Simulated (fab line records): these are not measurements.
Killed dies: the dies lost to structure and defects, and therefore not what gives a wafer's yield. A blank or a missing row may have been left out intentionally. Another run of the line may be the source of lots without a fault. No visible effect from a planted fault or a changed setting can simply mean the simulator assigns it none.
Which tool did it? + flow n5 finfet + 27 wafers from 9 lots sampled at 6 of the route's 1938 steps

## WHAT EACH GAUGE READ, for each wafer
N5_FIN_CUT_INSPECT_17: inspects for defects (brightfield). Usual: raw defect count at 242, with a standard deviation of 76.
| lot  | measured    | on                | raw defect count | flag |
|------|-------------|-------------------|------------------|------|
| L255 | day 2 04:09 | defect inspect-01 | 252 195 292      |      |
| L256 | day 2 10:08 | defect inspect-02 | 240 202 446      |      |
| L258 | day 2 22:22 | defect inspect-02 | 250 221 320      |      |
| L260 | day 3 10:14 | defect inspect-02 | 242 291 275      |      |
| L263 | day 4 03:32 | defect inspect-02 | 154 149 199      |      |
| L264 | day 4 12:02 | defect inspect-02 | 238 217 217      |      |
| L269 | day 5 16:58 | defect inspect-02 | 200 198 255      |      |
| L275 | day 7 05:39 | defect inspect-02 | 432 336 176      |      |
| L277 | day 7 16:29 | defect inspect-02 | 174 379 235      |      |

N5_STI_FIN_REVEAL_FIN_H_MEAS_10. Usual: trench depth nm at 51.9 nm, with a standard deviation of 0.81.
| lot  | measured    | on     | trench depth nm (nm) | flag |
|------|-------------|--------|----------------------|------|
| L255 | day 2 12:50 | ocd-01 | 51.9 51.4 52.0       |      |
| L256 | day 2 18:46 | ocd-01 | 51.5 51.9 52.1       |      |
| L258 | day 3 07:20 | ocd-01 | 51.6 52.6 52.0       |      |
| L260 | day 3 20:19 | ocd-01 | 53.2 52.8 52.9       |      |
| L263 | day 4 12:35 | ocd-01 | 51.1 51.8 52.3       |      |
| L264 | day 4 20:40 | ocd-02 | 52.4 53.1 52.0       |      |
| L269 | day 6 02:16 | ocd-02 | 52.2 51.4 51.5       |      |
| L275 | day 7 14:29 | ocd-01 | 56.6 52.0 57.1       | OFF  |
| L277 | day 8 01:09 | ocd-01 | 56.0 52.1 56.7       | OFF  |

N5_BEOL_M4_RC_MEAS_101. Usual: DIBL_N 36.5 mV/V, standard deviation 1.8; DIBL_P 36.5 mV/V, standard deviation 2.1; IOFF_N 0.17 nA/um, standard deviation 0.031; IOFF_P 0.22 nA/um, standard deviation 0.036; ION_N 677 uA/um, standard deviation 11; ION_P 463 uA/um, standard deviation 8; SS_N 71.6 mV/dec, standard deviation 0.61; SS_P 73.3 mV/dec, standard deviation 0.63; VT_N 249 mV, standard deviation 3.1; VT_P -250 mV, standard deviation 3.3.
| lot  | measured     | on        | DIBL_N (mV/V)  | DIBL_P (mV/V)  | IOFF_N (nA/um) | IOFF_P (nA/um) | ION_N (uA/um) | ION_P (uA/um) | SS_N (mV/dec)  | SS_P (mV/dec)  | VT_N (mV)   | VT_P (mV)      | flag |
|------|--------------|-----------|----------------|----------------|----------------|----------------|---------------|---------------|----------------|----------------|-------------|----------------|------|
| L255 | day 7 22:33  | prober-02 | 33.8 35.2 33.9 | 32.6 34.7 32.7 | 0.12 0.15 0.13 | 0.15 0.20 0.16 | 655 672 659   | 446 457 447   | 71.0 71.0 70.7 | 72.9 73.3 71.9 | 253 248 253 | -257 -250 -255 |      |
| L256 | day 8 08:12  | prober-01 | 37.0 34.9 37.0 | 37.2 34.1 35.9 | 0.18 0.14 0.17 | 0.21 0.16 0.19 | 689 662 683   | 466 451 453   | 71.7 70.4 71.9 | 73.5 72.6 73.4 | 244 251 248 | -254 -255 -254 |      |
| L258 | day 8 14:43  | prober-02 | 40.8 37.6 37.2 | 41.5 38.2 36.6 | 0.23 0.17 0.15 | 0.26 0.20 0.18 | 683 688 675   | 462 465 454   | 72.8 71.1 71.1 | 74.2 73.7 73.3 | 245 248 251 | -250 -253 -255 |      |
| L260 | day 9 10:14  | prober-01 | 38.5 34.7 36.1 | 38.5 34.7 35.5 | 0.21 0.14 0.15 | 0.26 0.20 0.20 | 694 681 679   | 476 468 469   | 72.0 71.0 71.7 | 73.7 72.8 73.1 | 242 250 250 | -245 -248 -249 |      |
| L263 | day 10 03:37 | prober-02 | 35.0 35.3 36.3 | 34.7 34.6 35.7 | 0.15 0.16 0.16 | 0.20 0.20 0.21 | 676 677 678   | 462 465 462   | 71.1 70.5 71.2 | 73.3 72.5 73.3 | 247 246 250 | -251 -251 -251 |      |
| L264 | day 10 03:55 | prober-01 | 35.8 34.3 36.0 | 36.4 34.1 36.2 | 0.17 0.15 0.17 | 0.23 0.21 0.24 | 672 671 672   | 466 465 467   | 71.5 70.8 71.8 | 73.6 72.8 74.1 | 248 246 248 | -248 -248 -245 |      |
| L269 | day 11 12:56 | prober-01 | 35.1 37.4 35.0 | 35.0 38.1 35.1 | 0.14 0.18 0.14 | 0.20 0.25 0.21 | 675 676 684   | 470 462 471   | 71.0 71.0 71.4 | 72.8 73.8 72.9 | 250 248 249 | -250 -248 -249 |      |
| L275 | day 13 18:14 | prober-01 | 34.3 34.3 33.8 | 36.7 35.6 35.5 | 0.15 0.13 0.13 | 0.20 0.18 0.19 | 719 677 713   | 495 464 494   | 70.3 71.4 71.1 | 73.7 73.4 73.6 | 249 251 249 | -252 -252 -250 |      |
| L277 | day 14 00:46 | prober-02 | 35.6 38.9 34.5 | 36.2 39.9 35.3 | 0.17 0.21 0.16 | 0.24 0.29 0.22 | 720 687 718   | 501 476 494   | 71.4 72.7 71.0 | 72.9 73.8 72.6 | 246 247 249 | -246 -243 -248 | OFF  |

## EACH LOT AND THE TOOL THAT RAN IT (in order: tool; ch and the chambers of the sampled wafers; start)
| lot  | N5_FIN_CUT_STRIP_22               | N5_STI_FIN_REVEAL_STRIP_24        | N5_STI_FIN_REVEAL_RECESS_09       |
|------|-----------------------------------|-----------------------------------|-----------------------------------|
| L255 | rie diel-01 ch 0,2,3, day 2 04:00 | rie diel-03 ch 2,3, day 2 09:54   | vapor etch-02 ch 0,1, day 2 10:39 |
| L256 | rie diel-01 ch 0,3, day 2 09:58   | rie diel-05 ch 1,2,3, day 2 15:52 | vapor etch-01 ch 0,1, day 2 16:04 |
| L258 | rie diel-06 ch 1,2, day 2 22:13   | rie diel-04 ch 0,3, day 3 04:24   | vapor etch-02 ch 0,1, day 3 04:37 |
| L260 | rie diel-02 ch 2,3, day 3 10:04   | rie diel-05 ch 0,1,2, day 3 17:22 | vapor etch-02 ch 0,1, day 3 18:07 |
| L263 | rie diel-02 ch 1,2,3, day 4 03:22 | rie diel-04 ch 0,1,3, day 4 09:41 | vapor etch-01 ch 0,1, day 4 09:53 |
| L264 | rie diel-01 ch 0,1,2, day 4 11:52 | rie diel-05 ch 0,2,3, day 4 17:44 | vapor etch-01 ch 0,1, day 4 17:57 |
| L269 | rie diel-06 ch 2,3, day 5 16:48   | rie diel-05 ch 1,3, day 5 23:21   | vapor etch-02 ch 0,1, day 6 00:05 |
| L275 | rie diel-06 ch 0,1,2, day 7 05:29 | rie diel-04 ch 1,3, day 7 11:34   | vapor etch-02 ch 0,1, day 7 11:47 |
| L277 | rie diel-01 ch 0,1,2, day 7 16:20 | rie diel-04 ch 1,2,3, day 7 22:13 | vapor etch-02 ch 0,1, day 7 22:26 |
- N5_FIN_CUT_STRIP_22: strips in N2/H2.
- N5_STI_FIN_REVEAL_STRIP_24: strips in N2/H2, time 90 s.
- N5_STI_FIN_REVEAL_RECESS_09: chemistry HF/NH3, target SiO2, afs cycles 11, target depth 42.5 nm, sublimation time 60 s.

## AS READ BY THE TOOLS THEMSELVES (means over the sampled wafers that have a number; for cases with no such wafer, the mark the record gives instead)
N5_FIN_CUT_STRIP_22. Usual: drypump motor current A 5.7 A, standard deviation 0.4; oes product au 0.76 a.u., standard deviation 0.076; rf vpp V 54.2 V, standard deviation 2; showerhead plenum p Torr 3.36 Torr, standard deviation 0.11; throttle valve pct 18.96 %, standard deviation 0.26.
| lot  | tool        | drypump motor current A (A) | oes product au (a.u.) | rf vpp V (V) | showerhead plenum p Torr (Torr) | throttle valve pct (%) | flag |
|------|-------------|-----------------------------|-----------------------|--------------|---------------------------------|------------------------|------|
| L255 | rie diel-01 | 5.6                         | 0.84                  | 53.7         | 3.43                            | 18.81                  |      |
| L256 | rie diel-01 | 5.6                         | 0.87                  | 54.8         | 3.43                            | 18.69                  |      |
| L258 | rie diel-06 | 5.4                         | 0.71                  | 53.4         | 3.41                            | 19.01                  |      |
| L260 | rie diel-02 | 6.0                         | 0.73                  | 54.1         | 3.45                            | 19.06                  |      |
| L263 | rie diel-02 | 5.8                         | 0.74                  | 54.5         | 3.36                            | 18.89                  |      |
| L264 | rie diel-01 | 5.8                         | 0.83                  | 54.2         | 3.35                            | 18.90                  |      |
| L269 | rie diel-06 | 5.3                         | 0.81                  | 54.1         | 3.47                            | 18.99                  |      |
| L275 | rie diel-06 | 5.5                         | 0.69                  | 56.6         | 3.37                            | 19.21                  |      |
| L277 | rie diel-01 | 5.8                         | 0.81                  | 53.8         | 3.34                            | 18.96                  |      |

N5_STI_FIN_REVEAL_STRIP_24. Usual: drypump motor current A 5.8 A, standard deviation 0.39; oes product au 0.76 a.u., standard deviation 0.087; rf vpp V 45.3 V, standard deviation 0.94; showerhead plenum p Torr 3.37 Torr, standard deviation 0.12; throttle valve pct 12.22 %, standard deviation 0.24.
| lot  | tool        | drypump motor current A (A) | oes product au (a.u.) | rf vpp V (V) | showerhead plenum p Torr (Torr) | throttle valve pct (%) | flag |
|------|-------------|-----------------------------|-----------------------|--------------|---------------------------------|------------------------|------|
| L255 | rie diel-03 | 5.6                         | 0.70                  | 45.8         | 3.27                            | 12.37                  |      |
| L256 | rie diel-05 | 5.5                         | 0.72                  | 44.7         | 3.27                            | 12.22                  |      |
| L258 | rie diel-04 | 6.2                         | 0.73                  | 45.0         | 3.47                            | 12.59                  |      |
| L260 | rie diel-05 | 5.8                         | 0.75                  | 45.0         | 3.34                            | 12.23                  |      |
| L263 | rie diel-04 | 6.1                         | 0.78                  | 45.3         | 3.46                            | 12.33                  |      |
| L264 | rie diel-05 | 5.8                         | 0.74                  | 44.7         | 3.38                            | 12.25                  |      |
| L269 | rie diel-05 | 5.7                         | 0.70                  | 45.5         | 3.31                            | 12.21                  |      |
| L275 | rie diel-04 | 5.8                         | 0.75                  | 44.8         | 3.45                            | 12.28                  |      |
| L277 | rie diel-04 | 5.8                         | 0.76                  | 45.2         | 3.38                            | 12.22                  |      |

N5_STI_FIN_REVEAL_RECESS_09. Usual: drypump motor current A 5.95 A, standard deviation 0.28; temp c 29.98 C, standard deviation 0.1.
| lot  | tool          | drypump motor current A (A) | temp c (C) | flag |
|------|---------------|-----------------------------|------------|------|
| L255 | vapor etch-02 | 6.15                        | 29.91      |      |
| L256 | vapor etch-01 | 5.89                        | 30.08      |      |
| L258 | vapor etch-02 | 5.92                        | 29.98      |      |
| L260 | vapor etch-02 | 6.18                        | 29.91      |      |
| L263 | vapor etch-01 | 5.83                        | 29.98      |      |
| L264 | vapor etch-01 | 5.87                        | 29.91      |      |
| L269 | vapor etch-02 | 5.91                        | 29.94      |      |
| L275 | vapor etch-02 | 6.18                        | 27.85      | OFF  |
| L277 | vapor etch-02 | 6.15                        | 27.72      | OFF  |

## THE ANSWER, worked out from the rows above alone
Rule: lot off if the mean of its wafers having a number is beyond 3 standard deviations from the usual mean. A lot without any number at a reading at which 4 lots or more have one is off too. Any other lot the step has rows for is counted as sound. Order of review: gauges by route order, followed by the tools' own readings, for which a lot's mean as printed above is used. At the first step where some lot is off, the reading lying furthest off is the one used; lots without a number count as furthest.
Off at N5_STI_FIN_REVEAL_FIN_H_MEAS_10 (trench depth nm): L275, L277.
A tool fits if, at a process step before that reading, it ran every lot that is off, and no sound lot after the first of them. The gauges at N5_STI_FIN_REVEAL_FIN_H_MEAS_10 aren't tried: what is off there is off at N5_STI_FIN_REVEAL_RECESS_09 too, on other tools, and a gauge's error can't cause that. Undecided on this evidence; 2 tools fit (rie diel-04 at N5_STI_FIN_REVEAL_STRIP_24, vapor etch-02 at N5_STI_FIN_REVEAL_RECESS_09).

## WHAT HAD BEEN PUT IN BY THE SIMULATOR
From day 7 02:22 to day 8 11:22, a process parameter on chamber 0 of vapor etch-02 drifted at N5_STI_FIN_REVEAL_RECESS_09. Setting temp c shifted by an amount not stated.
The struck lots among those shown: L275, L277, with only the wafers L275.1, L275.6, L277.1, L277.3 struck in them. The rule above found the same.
